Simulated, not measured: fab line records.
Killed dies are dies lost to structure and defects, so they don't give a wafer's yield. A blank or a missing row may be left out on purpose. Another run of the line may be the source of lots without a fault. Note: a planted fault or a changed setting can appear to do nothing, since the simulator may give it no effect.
Chamber matching | flow n5-finfet | uv-cure-03 running N5_BEOL_M10_CURE_71: 3 sister chambers
The step cures SiCOH lowk, time 240 s. 16 wafers are shown with their chamber, then 8 later ones without.

## WAFERS PAIRED WITH THEIR CHAMBERS
wafer  | chamber | lamp-power-pct (%) | wafer_temp_C_max
L074.1 | 2       | 52.40              | 386.0
L074.4 | 2       | 52.21              | 386.7
L074.6 | 2       | 52.27              | 386.4
L077.2 | 2       | 52.38              | 387.2
L077.3 | 2       | 52.35              | 386.6
L077.5 | 2       | 52.27              | 386.7
L076.2 | 2       | 52.26              | 386.5
L076.4 | 2       | 52.39              | 386.1
L076.6 | 2       | 52.42              | 386.6
L078.2 | 0       | 52.23              | 386.3
L078.4 | 0       | 52.33              | 386.5
L078.5 | 0       | 52.32              | 385.7
L090.3 | 2       | 52.30              | 386.4
L090.4 | 2       | 52.25              | 386.1
L090.6 | 2       | 52.42              | 385.8
L089.1 | 1       | 52.28              | 386.3

SIGNATURES, as means of the wafers listed above
reading          | chamber 0 | chamber 1 | chamber 2 | scatter within a chamber
lamp-power-pct   | 52.2933   | 52.2800   | 52.3267   | 0.072
wafer_temp_C_max | 386.167   | 386.300   | 386.425   | 0.387
Rule: a wafer lies at a distance from a chamber equal to the root of the sum of squares, over the readings, of (its reading less the chamber's mean, divided by the reading's scatter). The wafer belongs to the nearest chamber; if the next one is less than 2 further off, it can't be placed. The scatter is the square root of a quotient: the sum, over the shown wafers, of each reading's squared deviation from its chamber's mean, divided by wafers minus chambers.

## WAFERS WHOSE CHAMBER IS MISSING
wafer  | lamp-power-pct (%) | wafer_temp_C_max
L089.2 | 52.32              | 386.9
L089.4 | 52.33              | 386.4
L088.2 | 52.32              | 386.0
L088.5 | 52.33              | 386.8
L088.6 | 52.32              | 386.2
L091.3 | 52.34              | 386.2
L091.4 | 52.28              | 386.5
L091.5 | 52.37              | 386.0

## WHICH CHAMBER EACH WENT THROUGH
wafer  | from the rows above          | in truth
L089.2 | can't be placed: 2 or 1 or 0 | 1
L089.4 | can't be placed: 2 or 1 or 0 | 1
L088.2 | can't be placed: 0 or 1 or 2 | 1
L088.5 | can't be placed: 2 or 1 or 0 | 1
L088.6 | can't be placed: 0 or 2 or 1 | 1
L091.3 | can't be placed: 2 or 0 or 1 | 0
L091.4 | can't be placed: 1 or 2 or 0 | 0
L091.5 | can't be placed: 0 or 2 or 1 | 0
Correct placement for 0 of the 8. Unplaceable from these rows: 8, with the true chamber sitting among the candidates in 8. Number placed wrongly: 0.
